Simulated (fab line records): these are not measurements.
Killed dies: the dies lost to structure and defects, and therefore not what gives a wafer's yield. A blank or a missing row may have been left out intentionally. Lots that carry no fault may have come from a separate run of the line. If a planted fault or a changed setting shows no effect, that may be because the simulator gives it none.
Which tool was responsible? -- flow nand harc -- 12 lots with 36 wafers sampled at 4 steps, on a route of 1302 steps

## WHAT EACH GAUGE READ, for each wafer
NHARC_A_BONDPAD_THK_MEAS_30: measures by ellipsometry.
lot,measured,on,thk nm (nm)
L075,day 23 22:50,film metro-01,202.9 200.3 201.9
L076,day 24 08:46,film metro-01,201.8 200.4 202.3
L079,day 24 15:37,film metro-02,203.1 200.1 200.8
L081,day 26 01:19,film metro-02,201.5 199.4 199.0
L084,day 26 20:32,film metro-02,199.6 201.3 202.1
L085,day 27 16:02,film metro-01,199.3 200.5 199.8
L087,day 28 03:39,film metro-02,199.1 201.5 201.6
L088,day 28 20:52,film metro-02,198.4 198.2 194.4
L090,day 30 04:29,film metro-02,200.3 200.5 201.1
L092,day 30 23:41,film metro-01,199.4 201.5 202.1
L094,day 31 14:11,film metro-02,198.4 198.0 198.9
L097,day 33 05:08,film metro-02,201.3 199.0 200.4

## EACH LOT AND THE TOOL THAT RAN IT (in order: tool; ch and the chambers of the sampled wafers; start)
lot,NHARC_A_M1_PVD_21,NHARC_A_M1_CMP_23,NHARC_A_M1_DEP_33
L075,"pvd sputter-02, day 23 21:01 or earlier","cmp-03 ch 0,1,3, day 23 21:01","pecvd-02 ch 0,1,2, day 23 21:37"
L076,"pvd sputter-03, day 24 06:46 or earlier","cmp-03 ch 0,3, day 24 06:46","pecvd-02 ch 1,2, day 24 07:33"
L079,"pvd sputter-02, day 24 13:29 or earlier","cmp-03 ch 0,3, day 24 13:29","pecvd-02 ch 1,2, day 24 14:12"
L081,"pvd sputter-03, day 25 23:26 or earlier","cmp-04 ch 2,3, day 25 23:26","pecvd-01 ch 0,1, day 26 00:06"
L084,"pvd sputter-01, day 26 18:44 or earlier","cmp-04 ch 0,3, day 26 18:44","pecvd-02 ch 0,2, day 26 19:25"
L085,"pvd sputter-01, day 27 14:16 or earlier","cmp-01 ch 0,1,3, day 27 14:16","pecvd-02 ch 0,2, day 27 14:52"
L087,"pvd sputter-03, day 28 01:50 or earlier","cmp-03 ch 2,3, day 28 01:50","pecvd-02 ch 0,1,2, day 28 02:27"
L088,"pvd sputter-03, day 28 19:02 or earlier","cmp-04 ch 0,1, day 28 19:02","pecvd-01 ch 0,1, day 28 19:42"
L090,"pvd sputter-01, day 30 02:43 or earlier","cmp-04 ch 1,2,3, day 30 02:43","pecvd-02 ch 1,2, day 30 03:19"
L092,"pvd sputter-02, day 30 21:50 or earlier","cmp-04 ch 1,2,3, day 30 21:50","pecvd-04 ch 1,2, day 30 22:30"
L094,"pvd sputter-03, day 31 12:21 or earlier","cmp-01 ch 0,2,3, day 31 12:21","pecvd-01 ch 0,1,2, day 31 12:53"
L097,"pvd sputter-02, day 33 03:14 or earlier","cmp-03 ch 0,2,3, day 33 03:14","pecvd-01 ch 1,2, day 33 03:55"
- NHARC_A_M1_PVD_21: deposits Cu, target thk 30 nm, time 20.49 s.
- NHARC_A_M1_CMP_23: polishes, t overpolish 20 s, target thk 154.34 nm.
- NHARC_A_M1_DEP_33: deposits SiCN, target thk 30 nm.

## THE ANSWER, worked out from the rows above alone
Rule: the usual values come from the lots themselves. Put in order of their means at a reading, lots are off if they are a third of the lots or fewer, leave a main group of 4 or more, and stand apart from it by a gap of 3 or more times the standard deviation of the main group's means; of several such gaps the widest counts. If all means in a main group match to the digits the tables above print for the reading, that group is not used. A lot without any number at a reading at which 4 lots or more have one is off too. The other lots that the step has rows for count as sound.
None of the lots is off at any reading shown; this tells nothing.

## WHAT WAS PUT IN BY THE SIMULATOR
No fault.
